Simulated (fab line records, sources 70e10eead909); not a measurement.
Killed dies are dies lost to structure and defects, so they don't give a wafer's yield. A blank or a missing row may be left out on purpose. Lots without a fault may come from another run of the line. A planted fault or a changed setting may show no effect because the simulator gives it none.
Chamber matching | flow nand_harc | NHARC_A_STAIRCASE_TRIM_187 on rie_diel-13: 4 sister chambers
The step chemistry O2, time 211.2 s. 4 wafers are shown with their chamber, then 11 later ones without.

WAFERS WITH THEIR CHAMBER
wafer  | chamber | drypump_motor_current_A (A)
L078.5 | 2       | 5.4
L088.2 | 1       | 6.5
L088.3 | 3       | 5.9
L089.1 | 0       | 6.0

WAFERS WITHOUT THEIR CHAMBER
wafer  | drypump_motor_current_A (A)
L089.4 | 5.4
L089.6 | 5.9
L093.3 | 5.4
L093.4 | 5.9
L093.5 | 5.4
L096.3 | 6.6
L096.4 | 5.9
L096.6 | 5.4
L097.1 | 6.5
L097.4 | 5.9
L097.5 | 5.9

WHICH CHAMBER EACH WENT THROUGH
wafer  | from the rows above | in truth
L089.4 | 2                   | 2
L089.6 | 3                   | 3
L093.3 | 2                   | 2
L093.4 | 3                   | 3
L093.5 | 2                   | 2
L096.3 | 1                   | 1
L096.4 | 3                   | 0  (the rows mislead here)
L096.6 | 2                   | 2
L097.1 | 1                   | 1
L097.4 | 3                   | 3
L097.5 | 3                   | 3
Placed correctly: 10 of 11. Can't be placed from these rows: 0. Placed wrongly: 1.
How it was worked out, from the rows above alone: a wafer's distance from a chamber is the root of the sum, over the readings, of the square of ((its reading less the chamber's mean) divided by the reading's scatter). The wafer belongs to the nearest chamber; if the next one is less than 2 further off, it can't be placed. A chamber's mean is the mean of its shown wafers. The scatter: with one shown wafer a chamber, the root of the mean of the squares of how far each hidden wafer lies from its nearest shown one.
